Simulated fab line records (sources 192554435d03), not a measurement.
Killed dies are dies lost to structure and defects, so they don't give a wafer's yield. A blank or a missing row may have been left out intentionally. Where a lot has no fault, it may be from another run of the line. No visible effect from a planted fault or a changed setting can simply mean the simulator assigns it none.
Matching of chambers / flow n5 finfet / N5_GATE_CUT_ETCH_36 on rie diel-06 has 4 sister chambers
The step etches SiARC in CF4, target depth 13 nm, time 21.7 s. 14 wafers are shown with their chamber, then 6 later ones without.

== WAFERS WITH THEIR CHAMBER ==
wafer=L294.1; chamber=3; showerhead plenum p Torr (Torr)=2.21; throttle valve pct (%)=15.44; oes product au (a.u.)=0.66
wafer=L294.3; chamber=1; showerhead plenum p Torr (Torr)=2.10; throttle valve pct (%)=15.22; oes product au (a.u.)=0.78
wafer=L294.6; chamber=1; showerhead plenum p Torr (Torr)=2.10; throttle valve pct (%)=15.23; oes product au (a.u.)=0.78
wafer=L298.1; chamber=1; showerhead plenum p Torr (Torr)=2.10; throttle valve pct (%)=15.23; oes product au (a.u.)=0.77
wafer=L298.4; chamber=2; showerhead plenum p Torr (Torr)=2.26; throttle valve pct (%)=15.35; oes product au (a.u.)=0.72
wafer=L298.6; chamber=1; showerhead plenum p Torr (Torr)=2.10; throttle valve pct (%)=15.24; oes product au (a.u.)=0.77
wafer=L300.2; chamber=1; showerhead plenum p Torr (Torr)=2.10; throttle valve pct (%)=15.23; oes product au (a.u.)=0.76
wafer=L300.3; chamber=3; showerhead plenum p Torr (Torr)=2.21; throttle valve pct (%)=15.46; oes product au (a.u.)=0.66
wafer=L300.4; chamber=2; showerhead plenum p Torr (Torr)=2.26; throttle valve pct (%)=15.34; oes product au (a.u.)=0.72
wafer=L303.1; chamber=0; showerhead plenum p Torr (Torr)=2.04; throttle valve pct (%)=15.67; oes product au (a.u.)=0.61
wafer=L303.5; chamber=0; showerhead plenum p Torr (Torr)=2.04; throttle valve pct (%)=15.70; oes product au (a.u.)=0.62
wafer=L303.6; chamber=3; showerhead plenum p Torr (Torr)=2.21; throttle valve pct (%)=15.48; oes product au (a.u.)=0.66
wafer=L304.4; chamber=0; showerhead plenum p Torr (Torr)=2.04; throttle valve pct (%)=15.69; oes product au (a.u.)=0.62
wafer=L304.5; chamber=1; showerhead plenum p Torr (Torr)=2.09; throttle valve pct (%)=15.25; oes product au (a.u.)=0.75

SIGNATURES, as means of the wafers listed above
reading=showerhead plenum p Torr; chamber 0=2.0400; chamber 1=2.0983; chamber 2=2.2600; chamber 3=2.2100; scatter within a chamber=0.00289
reading=throttle valve pct; chamber 0=15.6867; chamber 1=15.2333; chamber 2=15.3450; chamber 3=15.4600; scatter within a chamber=0.0136
reading=oes product au; chamber 0=0.6167; chamber 1=0.7683; chamber 2=0.7200; chamber 3=0.6600; scatter within a chamber=0.00866
Rule: for each reading, subtract the chamber's mean from the wafer's reading, divide by that reading's scatter and square the result; add these up over the readings and take the root, which gives the wafer's distance from the chamber. If the next closest chamber is less than 2 further off than the closest, the wafer can't be placed; otherwise it belongs to the closest. The scatter: the root of (the sum of the squares of (reading less its chamber's mean) over the shown wafers, divided by (wafers less chambers)).

== WAFERS WITH NO CHAMBER GIVEN ==
wafer=L304.6; showerhead plenum p Torr (Torr)=2.04; throttle valve pct (%)=15.69; oes product au (a.u.)=0.62
wafer=L312.3; showerhead plenum p Torr (Torr)=2.04; throttle valve pct (%)=15.71; oes product au (a.u.)=0.60
wafer=L312.4; showerhead plenum p Torr (Torr)=2.09; throttle valve pct (%)=15.27; oes product au (a.u.)=0.73
wafer=L316.2; showerhead plenum p Torr (Torr)=2.09; throttle valve pct (%)=15.30; oes product au (a.u.)=0.73
wafer=L316.3; showerhead plenum p Torr (Torr)=2.03; throttle valve pct (%)=15.73; oes product au (a.u.)=0.60
wafer=L316.6; showerhead plenum p Torr (Torr)=2.09; throttle valve pct (%)=15.31; oes product au (a.u.)=0.72

== WHICH CHAMBER EACH WENT THROUGH ==
wafer=L304.6; from the rows above=0; in truth=0
wafer=L312.3; from the rows above=0; in truth=0
wafer=L312.4; from the rows above=1; in truth=1
wafer=L316.2; from the rows above=1; in truth=1
wafer=L316.3; from the rows above=0; in truth=0
wafer=L316.6; from the rows above=1; in truth=1
6 of 6 placed correctly. Number that these rows cannot place: 0. Placed wrongly: 0.
